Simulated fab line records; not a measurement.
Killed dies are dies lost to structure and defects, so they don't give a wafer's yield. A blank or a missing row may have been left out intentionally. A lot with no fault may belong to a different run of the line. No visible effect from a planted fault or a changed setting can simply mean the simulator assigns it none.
Chamber matching || flow n5Finfet || 4 sister chambers for N5_GATE_CUT_ETCH_37 on rieDiel-01
The step etches SOC in N2/H2, target depth 60 nm, overetch 12 nm, time 90 s. 24 wafers are shown with their chamber, then 12 later ones without.

## WAFERS PAIRED WITH THEIR CHAMBERS
{"wafer": "L076.2", "chamber": 0, "showerheadPlenumPTorr (Torr)": 2.41, "drypumpMotorCurrentA (A)": 6.2, "throttleValvePct (%)": 18.09}
{"wafer": "L076.3", "chamber": 2, "showerheadPlenumPTorr (Torr)": 2.65, "drypumpMotorCurrentA (A)": 5.1, "throttleValvePct (%)": 17.77}
{"wafer": "L076.5", "chamber": 1, "showerheadPlenumPTorr (Torr)": 2.55, "drypumpMotorCurrentA (A)": 6.4, "throttleValvePct (%)": 18.00}
{"wafer": "L077.3", "chamber": 1, "showerheadPlenumPTorr (Torr)": 2.55, "drypumpMotorCurrentA (A)": 6.4, "throttleValvePct (%)": 18.01}
{"wafer": "L077.5", "chamber": 1, "showerheadPlenumPTorr (Torr)": 2.55, "drypumpMotorCurrentA (A)": 6.4, "throttleValvePct (%)": 18.00}
{"wafer": "L077.6", "chamber": 0, "showerheadPlenumPTorr (Torr)": 2.41, "drypumpMotorCurrentA (A)": 6.3, "throttleValvePct (%)": 18.10}
{"wafer": "L078.2", "chamber": 3, "showerheadPlenumPTorr (Torr)": 2.52, "drypumpMotorCurrentA (A)": 5.9, "throttleValvePct (%)": 17.84}
{"wafer": "L078.4", "chamber": 3, "showerheadPlenumPTorr (Torr)": 2.52, "drypumpMotorCurrentA (A)": 5.9, "throttleValvePct (%)": 17.84}
{"wafer": "L078.6", "chamber": 1, "showerheadPlenumPTorr (Torr)": 2.55, "drypumpMotorCurrentA (A)": 6.4, "throttleValvePct (%)": 18.01}
{"wafer": "L079.2", "chamber": 3, "showerheadPlenumPTorr (Torr)": 2.52, "drypumpMotorCurrentA (A)": 6.0, "throttleValvePct (%)": 17.84}
{"wafer": "L079.3", "chamber": 2, "showerheadPlenumPTorr (Torr)": 2.65, "drypumpMotorCurrentA (A)": 5.1, "throttleValvePct (%)": 17.78}
{"wafer": "L079.6", "chamber": 3, "showerheadPlenumPTorr (Torr)": 2.52, "drypumpMotorCurrentA (A)": 5.9, "throttleValvePct (%)": 17.84}
{"wafer": "L080.1", "chamber": 2, "showerheadPlenumPTorr (Torr)": 2.65, "drypumpMotorCurrentA (A)": 5.1, "throttleValvePct (%)": 17.77}
{"wafer": "L080.3", "chamber": 1, "showerheadPlenumPTorr (Torr)": 2.55, "drypumpMotorCurrentA (A)": 6.4, "throttleValvePct (%)": 18.02}
{"wafer": "L080.5", "chamber": 1, "showerheadPlenumPTorr (Torr)": 2.55, "drypumpMotorCurrentA (A)": 6.4, "throttleValvePct (%)": 18.02}
{"wafer": "L081.1", "chamber": 2, "showerheadPlenumPTorr (Torr)": 2.64, "drypumpMotorCurrentA (A)": 5.1, "throttleValvePct (%)": 17.80}
{"wafer": "L081.3", "chamber": 0, "showerheadPlenumPTorr (Torr)": 2.41, "drypumpMotorCurrentA (A)": 6.2, "throttleValvePct (%)": 18.10}
{"wafer": "L081.6", "chamber": 0, "showerheadPlenumPTorr (Torr)": 2.41, "drypumpMotorCurrentA (A)": 6.2, "throttleValvePct (%)": 18.09}
{"wafer": "L082.2", "chamber": 3, "showerheadPlenumPTorr (Torr)": 2.52, "drypumpMotorCurrentA (A)": 5.9, "throttleValvePct (%)": 17.86}
{"wafer": "L082.3", "chamber": 0, "showerheadPlenumPTorr (Torr)": 2.41, "drypumpMotorCurrentA (A)": 6.2, "throttleValvePct (%)": 18.11}
{"wafer": "L082.5", "chamber": 1, "showerheadPlenumPTorr (Torr)": 2.55, "drypumpMotorCurrentA (A)": 6.4, "throttleValvePct (%)": 18.03}
{"wafer": "L089.4", "chamber": 3, "showerheadPlenumPTorr (Torr)": 2.52, "drypumpMotorCurrentA (A)": 5.9, "throttleValvePct (%)": 17.87}
{"wafer": "L089.5", "chamber": 1, "showerheadPlenumPTorr (Torr)": 2.55, "drypumpMotorCurrentA (A)": 6.4, "throttleValvePct (%)": 18.05}
{"wafer": "L089.6", "chamber": 2, "showerheadPlenumPTorr (Torr)": 2.64, "drypumpMotorCurrentA (A)": 5.1, "throttleValvePct (%)": 17.82}

SIGNATURES, as means of the wafers listed above
{"reading": "showerheadPlenumPTorr", "chamber 0": 2.4100, "chamber 1": 2.5500, "chamber 2": 2.6460, "chamber 3": 2.5200, "scatter within a chamber": 0.00245}
{"reading": "drypumpMotorCurrentA", "chamber 0": 6.220, "chamber 1": 6.400, "chamber 2": 5.100, "chamber 3": 5.917, "scatter within a chamber": 0.0286}
{"reading": "throttleValvePct", "chamber 0": 18.0980, "chamber 1": 18.0175, "chamber 2": 17.7880, "chamber 3": 17.8483, "scatter within a chamber": 0.0158}
Rule: for a wafer and a chamber, the distance is found by dividing, reading by reading, the gap between the wafer's reading and the chamber's mean by the reading's scatter, squaring, summing and taking the root. The wafer belongs to the nearest chamber; if the next one is less than 2 further off, it can't be placed. The scatter: take each reading less its chamber's mean, square it, sum over the shown wafers, divide by the number of wafers less the number of chambers, and take the root.

## WAFERS MISSING THEIR CHAMBER
{"wafer": "L090.1", "showerheadPlenumPTorr (Torr)": 2.40, "drypumpMotorCurrentA (A)": 6.2, "throttleValvePct (%)": 18.09}
{"wafer": "L090.2", "showerheadPlenumPTorr (Torr)": 2.64, "drypumpMotorCurrentA (A)": 5.1, "throttleValvePct (%)": 17.81}
{"wafer": "L090.6", "showerheadPlenumPTorr (Torr)": 2.52, "drypumpMotorCurrentA (A)": 5.9, "throttleValvePct (%)": 17.86}
{"wafer": "L092.1", "showerheadPlenumPTorr (Torr)": 2.54, "drypumpMotorCurrentA (A)": 6.4, "throttleValvePct (%)": 18.04}
{"wafer": "L092.2", "showerheadPlenumPTorr (Torr)": 2.40, "drypumpMotorCurrentA (A)": 6.2, "throttleValvePct (%)": 18.10}
{"wafer": "L092.6", "showerheadPlenumPTorr (Torr)": 2.64, "drypumpMotorCurrentA (A)": 5.1, "throttleValvePct (%)": 17.81}
{"wafer": "L093.1", "showerheadPlenumPTorr (Torr)": 2.64, "drypumpMotorCurrentA (A)": 5.1, "throttleValvePct (%)": 17.81}
{"wafer": "L093.4", "showerheadPlenumPTorr (Torr)": 2.54, "drypumpMotorCurrentA (A)": 6.4, "throttleValvePct (%)": 18.05}
{"wafer": "L093.5", "showerheadPlenumPTorr (Torr)": 2.51, "drypumpMotorCurrentA (A)": 5.9, "throttleValvePct (%)": 17.88}
{"wafer": "L094.1", "showerheadPlenumPTorr (Torr)": 2.51, "drypumpMotorCurrentA (A)": 5.9, "throttleValvePct (%)": 17.88}
{"wafer": "L094.5", "showerheadPlenumPTorr (Torr)": 2.64, "drypumpMotorCurrentA (A)": 5.1, "throttleValvePct (%)": 17.82}
{"wafer": "L094.6", "showerheadPlenumPTorr (Torr)": 2.51, "drypumpMotorCurrentA (A)": 6.0, "throttleValvePct (%)": 17.87}

## THE CHAMBER EACH PASSED THROUGH
{"wafer": "L090.1", "from the rows above": 0, "in truth": 0}
{"wafer": "L090.2", "from the rows above": 2, "in truth": 2}
{"wafer": "L090.6", "from the rows above": 3, "in truth": 3}
{"wafer": "L092.1", "from the rows above": 1, "in truth": 1}
{"wafer": "L092.2", "from the rows above": 0, "in truth": 0}
{"wafer": "L092.6", "from the rows above": 2, "in truth": 2}
{"wafer": "L093.1", "from the rows above": 2, "in truth": 2}
{"wafer": "L093.4", "from the rows above": 1, "in truth": 1}
{"wafer": "L093.5", "from the rows above": 3, "in truth": 3}
{"wafer": "L094.1", "from the rows above": 3, "in truth": 3}
{"wafer": "L094.5", "from the rows above": 2, "in truth": 2}
{"wafer": "L094.6", "from the rows above": 3, "in truth": 3}
Correctly placed: 12 of 12. Can't be placed from these rows: 0. Placed wrongly: 0.
